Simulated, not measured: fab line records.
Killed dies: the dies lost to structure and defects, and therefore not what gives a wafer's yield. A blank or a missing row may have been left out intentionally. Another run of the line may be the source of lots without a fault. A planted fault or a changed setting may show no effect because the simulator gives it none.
Struck lot and sound lot, side by side ; flow nand_harc ; 13 out of 1159 route steps
Sound: the wafers L216.3, L216.5, L216.6. Struck: wafer L212.6 (left out: L212.3, L212.5 of the same lot, which were not struck); the cause appears at the end.
Order at every step that has rows: each side's tool, ch and its chambers, its first start. Under that, the readings that differ: sound wafers ; struck wafers ; difference of the means ; sigmas: that difference in standard deviations of wafers without a fault.
alike: readings whose means differ by less than 2 such deviations, and words and numbers that are the same on both sides. not compared: withheld readings, readings that some wafer has no value for, bounds like >300 that may hide the same value, and numbers for which the record gives no deviation and whose values overlap.
Wherever a step has rows on one side only, a row that says differs or no value, or a row with sigmas, the two part there. Numbers that have no deviation but don't overlap get no sigmas and don't part them. Lack of a reading on every wafer of one side parts them only where that side has two or more wafers.

first, 2 steps without rows for these wafers: NHARC_A_ONON_D1_ANNEAL_15 (time 3600 s); NHARC_A_ONON_D1_DEP_16 (target thk 1000 nm).
NHARC_A_ONON_D1_THK_MEAS_18: measures by ellipsometry.
  sound: film_metro-01 at day 12 00:32; struck: film_metro-01 at day 11 07:50
reading;sound;struck;difference;sigmas
thk_nm (nm);993 991 991;1016;+24;+2
then, 1 step without rows for these wafers: NHARC_A_ONON_D1_DEP_19 (target thk 1000 nm).
NHARC_A_ONON_D1_THK_MEAS_21: measures by ellipsometry.
  sound: film_metro-01 at day 12 01:07; struck: film_metro-01 at day 11 08:24
reading;sound;struck;difference;sigmas
thk_nm (nm);999 999 1000;1022;+23;+2
then, 1 step without rows for these wafers: NHARC_A_ONON_D1_DEP_22 (target thk 1000 nm).
NHARC_A_ONON_D1_THK_MEAS_24: measures by ellipsometry.
  sound: film_metro-01 at day 12 01:41; struck: film_metro-01 at day 11 08:58
  alike: thk_nm
then, 1 step without rows for these wafers: NHARC_A_ONON_D1_DEP_25 (target thk 1000 nm).
NHARC_A_ONON_D1_THK_MEAS_27: measures by ellipsometry.
  sound: film_metro-01 at day 12 02:14; struck: film_metro-01 at day 11 09:32
reading;sound;struck;difference;sigmas
thk_nm (nm);985 986 986;1003;+17;+2
then, 1 step without rows for these wafers: NHARC_A_ONON_D1_DEP_28 (target thk 1000 nm).
NHARC_A_ONON_D1_THK_MEAS_30: measures by ellipsometry.
  sound: film_metro-01 at day 12 02:48; struck: film_metro-01 at day 11 10:06
  alike: thk_nm
NHARC_A_ONON_D1_DEP_33: deposits SiO2, target thk 200 nm.
  sound on pecvd-01 ch 1,2, day 12 03:05; struck on pecvd-03 ch 0, day 11 10:10
reading;sound;struck;difference;sigmas
heater_power_w (W);690 543 665;458;-175;-2
rf_fwd_power_W (W);894.4 892.1 895.0;1007.3;+113.5;+38
throttle_valve_pct (%);15.5 16.1 15.4;17.0;+1.3;+3
  alike: mfc_precursor_sccm
NHARC_A_ONON_D1_THK_MEAS_34: measures by ellipsometry.
  sound: film_metro-01 at day 12 03:25; struck: film_metro-01 at day 11 10:34
reading;sound;struck;difference;sigmas
thk_nm (nm);193 202 198;211;+13;+4

== WHERE THEY PART ==
At NHARC_A_ONON_D1_THK_MEAS_18 first; at NHARC_A_ONON_D1_THK_MEAS_34 last (within this record only).

WHY: what the simulator had put in
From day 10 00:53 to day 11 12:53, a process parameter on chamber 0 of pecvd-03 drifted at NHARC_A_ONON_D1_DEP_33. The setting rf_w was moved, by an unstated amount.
